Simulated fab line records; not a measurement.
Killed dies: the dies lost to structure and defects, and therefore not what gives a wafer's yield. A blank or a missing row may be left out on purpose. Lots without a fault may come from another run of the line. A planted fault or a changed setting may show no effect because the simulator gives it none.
Chamber matching -- flow nand-harc -- NHARC_A_STAIRCASE_TRIM_20 on rie-diel-01: 4 sister chambers
The step chemistry O2, time 211.2 s. 16 wafers are shown with their chamber, then 8 later ones without.

EACH WAFER AND ITS CHAMBER
wafer,chamber,drypump-motor-current-A (A),oes-product-au (a.u.),showerhead-plenum-p-Torr (Torr)
L077.3,2,5.7,1.007,3.40
L077.4,1,6.0,0.992,3.31
L077.5,0,6.4,0.997,3.66
L079.1,3,5.8,0.997,3.50
L079.4,3,5.8,1.004,3.50
L079.6,1,6.0,0.996,3.30
L087.1,2,5.7,1.010,3.40
L087.2,1,6.0,0.992,3.29
L087.3,3,5.8,1.001,3.49
L090.1,3,5.8,1.006,3.49
L090.2,2,5.7,1.008,3.40
L090.4,3,5.8,1.008,3.49
L093.1,1,5.9,1.001,3.80
L093.2,2,5.8,1.013,3.39
L093.3,0,6.4,1.000,3.64
L094.1,3,5.8,1.006,3.48

SIGNATURES, as means of the wafers listed above
reading,chamber 0,chamber 1,chamber 2,chamber 3,scatter within a chamber
drypump-motor-current-A,6.400,5.975,5.725,5.800,0.0354
oes-product-au,0.99850,0.99525,1.00950,1.00367,0.00367
showerhead-plenum-p-Torr,3.6500,3.4250,3.3975,3.4917,0.125
Rule: a wafer's distance from a chamber is the root of the sum, over the readings, of the square of ((its reading less the chamber's mean) divided by the reading's scatter). If the next closest chamber is less than 2 further off than the closest, the wafer can't be placed; otherwise it belongs to the closest. The scatter: the root of (the sum of the squares of (reading less its chamber's mean) over the shown wafers, divided by (wafers less chambers)).

WAFERS MISSING THEIR CHAMBER
wafer,drypump-motor-current-A (A),oes-product-au (a.u.),showerhead-plenum-p-Torr (Torr)
L094.3,5.7,1.009,3.39
L094.5,6.0,0.997,3.80
L096.1,5.9,0.997,3.80
L096.4,5.8,1.004,3.48
L096.5,5.8,1.000,3.48
L097.1,5.7,1.004,3.39
L097.2,6.4,1.003,3.64
L097.3,5.9,0.995,3.80

CHAMBER TAKEN BY EACH
wafer,from the rows above,in truth
L094.3,2,2
L094.5,1,1
L096.1,can't be placed: 1 or 3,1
L096.4,3,3
L096.5,3,3
L097.1,can't be placed: 2 or 3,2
L097.2,0,0
L097.3,can't be placed: 1 or 3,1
Correct placement for 5 of the 8. Unplaceable from these rows: 3, with the true chamber sitting among the candidates in 3. Number placed wrongly: 0.
